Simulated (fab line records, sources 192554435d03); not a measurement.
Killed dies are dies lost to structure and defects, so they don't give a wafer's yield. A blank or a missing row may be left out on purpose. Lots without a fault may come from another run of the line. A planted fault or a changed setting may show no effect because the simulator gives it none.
Split-lot experiment | flow n5_finfet | 7 lots, 21 wafers read, on a route of 1938 steps

THE SPLIT
At N5_MOL_CONTACT_COAG_ETCHBACK_135 (etches SiO2 in CHF3, target depth 25 nm, time 16.7 s), the setting time_s was moved away from the recipe's 16.7 s on 6 of the 21 wafers read, by -19.0% to +16.0%. The other wafers ran this setting at the recipe's value.

The reading is taken at the split's own step.

THE READING
SOC_of_MOL_CONTACT_COAG_COAT_75.thk_nm (the simulator's own value, which no gauge read), in nm, at N5_MOL_CONTACT_COAG_ETCHBACK_135 (etches SiO2 in CHF3, target depth 25 nm, time 16.7 s). The file gives no usual value for it. The 15 wafers here that ran the recipe average 57.3 nm, standard deviation 0.14 nm.

wafer  | tool, chamber at the split | time_s as run, s | against the recipe | SOC_of_MOL_CONTACT_COAG_COAT_75.thk_nm, nm | against lot-mates on the recipe
L074.1 | rie_diel-06, 2,1           | 16.7             | recipe             | 57.4                                       | -
L074.3 | rie_diel-06, 2,1           | 16.7             | recipe             | 57.4                                       | -
L074.2 | rie_diel-06, 0             | 15.24            | -8.7%              | 57.8                                       | +0.4
L079.2 | rie_diel-05, 1             | 16.7             | recipe             | 57.4                                       | -
L079.4 | rie_diel-05, 1             | 16.7             | recipe             | 57.4                                       | -
L079.3 | rie_diel-05, 2             | 16.7             | recipe             | 57.2                                       | -
L080.1 | rie_diel-03, 0,2,3         | 16.7             | recipe             | 57.2                                       | -
L080.2 | rie_diel-03, 0,2,3         | 16.7             | recipe             | 57.2                                       | -
L080.5 | rie_diel-03, 0,2,3         | 16.7             | recipe             | 57.2                                       | -
L082.1 | rie_diel-06, 2             | 16.7             | recipe             | 57.6                                       | -
L082.3 | rie_diel-06, 1             | 13.52            | -19.0%             | 58                                         | +0.4
L082.4 | rie_diel-06, 0             | 13.52            | -19.0%             | 57.8                                       | +0.2
L085.1 | rie_diel-05, 3             | 16.7             | recipe             | 57.4                                       | -
L085.3 | rie_diel-05, 1,2           | 19.37            | +16.0%             | 56.8                                       | -0.6
L085.4 | rie_diel-05, 1,2           | 19.37            | +16.0%             | 56.8                                       | -0.6
L089.1 | rie_diel-05, 2             | 16.7             | recipe             | 57                                         | -
L089.3 | rie_diel-05, 1             | 14.31            | -14.3%             | 57.6                                       | +0.5
L089.5 | rie_diel-05, 1             | 16.7             | recipe             | 57.2                                       | -
L091.1 | rie_diel-05, 1,2           | 16.7             | recipe             | 57.2                                       | -
L091.2 | rie_diel-05, 1,2           | 16.7             | recipe             | 57.2                                       | -
L091.5 | rie_diel-05, 1             | 16.7             | recipe             | 57.4                                       | -
Where a row lists several chambers, the file gives one row for several wafers and doesn't say which wafer went through which chamber.

THE FIT
A straight line over all 21 wafers: SOC_of_MOL_CONTACT_COAG_COAT_75.thk_nm changes by -0.0313 nm for each +1% of time_s; r = -0.88; the points scatter about the line by 0.15 nm.
The same after taking each lot's own level away (the mean of its wafers on the recipe; 21 wafers): -0.0277 nm for each +1%; r = -0.90; scatter 0.12 nm.
On that fit, the largest move of time_s shifts the reading by 0.53 nm.
The lots' own levels span 57.10 to 57.60 nm, that is 3.5 times the standard deviation above.
So the lot-to-lot level changes the slope: the two fits differ.
Check: with one of the wafers moved furthest among these (-19.0%) left out of the fit, the line predicts +0.538 nm for it against its lot-mates. It came out at +0.4 nm against them.

OTHER SPLITS ON THESE WAFERS
These wafers also went through other splits before the reading. Each is held against what the fit with the lots' levels taken away leaves over:
other split on the same wafers        | wafers away from the commonest value | r with SOC_of_MOL_CONTACT_COAG_COAT_75.thk_nm (lot level and that fit taken away)
N5_SD_EPI_P_PEB_07 peb_time_s         | 4                                    | +0.37
N5_SD_EPI_P_ETCH_36 bias_w            | 7                                    | -0.40
N5_HKMG_FIN_HK_ALD_01 ald_cycles      | 6                                    | -0.12
N5_HKMG_FIN_DEVELOP_48 develop_time_s | 7                                    | +0.08

THE FILE'S OWN FIT
SOC_of_MOL_CONTACT_COAG_COAT_75.thk_nm changes by -0.0289 nm for each +1% of time_s, r = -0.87.
